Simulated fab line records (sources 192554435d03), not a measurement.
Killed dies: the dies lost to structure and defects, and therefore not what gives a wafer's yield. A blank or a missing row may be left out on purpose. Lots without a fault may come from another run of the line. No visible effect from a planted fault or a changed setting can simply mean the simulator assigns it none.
The tool behind it: which one? + flow n5_finfet + 12 lots, 36 wafers sampled, at 4 steps of a route of 1938

WHAT THE GAUGES READ, wafer by wafer
N5_BEOL_M8_CD_MEAS_35 targets a cd of 40 nm.
| lot  | measured     | on        | cd_nm (nm)     |
|------|--------------|-----------|----------------|
| L076 | day 11 19:58 | cd_sem-03 | 41.3 39.9 39.7 |
| L075 | day 12 12:29 | cd_sem-03 | 39.7 39.0 39.8 |
| L079 | day 12 22:40 | cd_sem-02 | 40.0 40.5 40.9 |
| L081 | day 13 19:19 | cd_sem-02 | 40.7 39.1 39.8 |
| L084 | day 13 23:16 | cd_sem-02 | 39.6 39.3 39.5 |
| L085 | day 14 09:44 | cd_sem-01 | 39.6 40.8 41.1 |
| L086 | day 15 04:56 | cd_sem-03 | 39.6 40.2 40.2 |
| L089 | day 15 13:56 | cd_sem-01 | 39.5 39.8 39.2 |
| L092 | day 16 09:39 | cd_sem-02 | 39.3 40.2 40.1 |
| L093 | day 16 18:28 | cd_sem-02 | 39.6 39.2 39.9 |
| L095 | day 16 23:18 | cd_sem-01 | 40.0 40.4 40.9 |
| L097 | day 17 10:52 | cd_sem-03 | 40.3 39.7 39.2 |

EACH LOT AND THE TOOL THAT RAN IT (in order: tool; ch and the chambers of the sampled wafers; start)
| lot  | N5_BEOL_M7_SURFACE_TREAT_79  | N5_BEOL_M7_DEP_56               | N5_BEOL_M8_VIA_ETCH_34             |
|------|------------------------------|---------------------------------|------------------------------------|
| L076 | pvd_sputter-02, day 11 11:23 | pecvd-04 ch 1,2, day 11 13:12   | rie_diel-03 ch 2,3, day 11 19:27   |
| L075 | pvd_sputter-03, day 12 05:25 | pecvd-01 ch 0,2, day 12 06:34   | rie_diel-01 ch 0,3, day 12 12:05   |
| L079 | pvd_sputter-02, day 12 13:16 | pecvd-02 ch 2, day 12 14:25     | rie_diel-04 ch 0,1,2, day 12 22:16 |
| L081 | pvd_sputter-01, day 13 12:20 | pecvd-04 ch 1,2, day 13 13:35   | rie_diel-01 ch 0,1,2, day 13 18:54 |
| L084 | pvd_sputter-03, day 13 16:50 | pecvd-01 ch 0,1, day 13 18:14   | rie_diel-03 ch 0,1,2, day 13 22:52 |
| L085 | pvd_sputter-01, day 14 04:27 | pecvd-02 ch 0,1, day 14 05:31   | rie_diel-01 ch 0,1,2, day 14 09:19 |
| L086 | pvd_sputter-03, day 14 23:32 | pecvd-04 ch 0,1, day 15 00:48   | rie_diel-04 ch 0,2,3, day 15 04:24 |
| L089 | pvd_sputter-03, day 15 03:27 | pecvd-02 ch 0,2, day 15 04:50   | rie_diel-04 ch 0,3, day 15 13:32   |
| L092 | pvd_sputter-03, day 16 02:55 | pecvd-01 ch 1,2, day 16 04:12   | rie_diel-01 ch 0,1,2, day 16 09:07 |
| L093 | pvd_sputter-01, day 16 10:14 | pecvd-04 ch 0,1,2, day 16 11:42 | rie_diel-04 ch 1,2,3, day 16 18:04 |
| L095 | pvd_sputter-02, day 16 14:45 | pecvd-02 ch 0,2, day 16 16:04   | rie_diel-03 ch 0,1,3, day 16 22:53 |
| L097 | pvd_sputter-03, day 17 00:49 | pecvd-02 ch 2, day 17 02:29     | rie_diel-04 ch 1,2,3, day 17 10:28 |
- N5_BEOL_M7_SURFACE_TREAT_79
- N5_BEOL_M7_DEP_56: deposits SiCN from 3MS/NH3, target thk 10 nm, time 17.5 s.
- N5_BEOL_M8_VIA_ETCH_34: etches SiCOH lowk in C4F6/O2, target depth 125.5 nm, time 50.5 s.

THE ANSWER, worked out from the rows above alone
Rule: usual is defined by the lots themselves. Put in order of their means at a reading, lots are off if they are a third of the lots or fewer, leave a main group of 4 or more, and stand apart from it by a gap of 3 or more times the standard deviation of the main group's means; of several such gaps the widest counts. If all means in a main group match to the digits the tables above print for the reading, that group is not used. A lot without any number at a reading at which 4 lots or more have one is off too. The other lots that the step has rows for count as sound.
No lot is off on any of the readings shown, so nothing can be concluded from this.

WHAT THE SIMULATOR PUT IN
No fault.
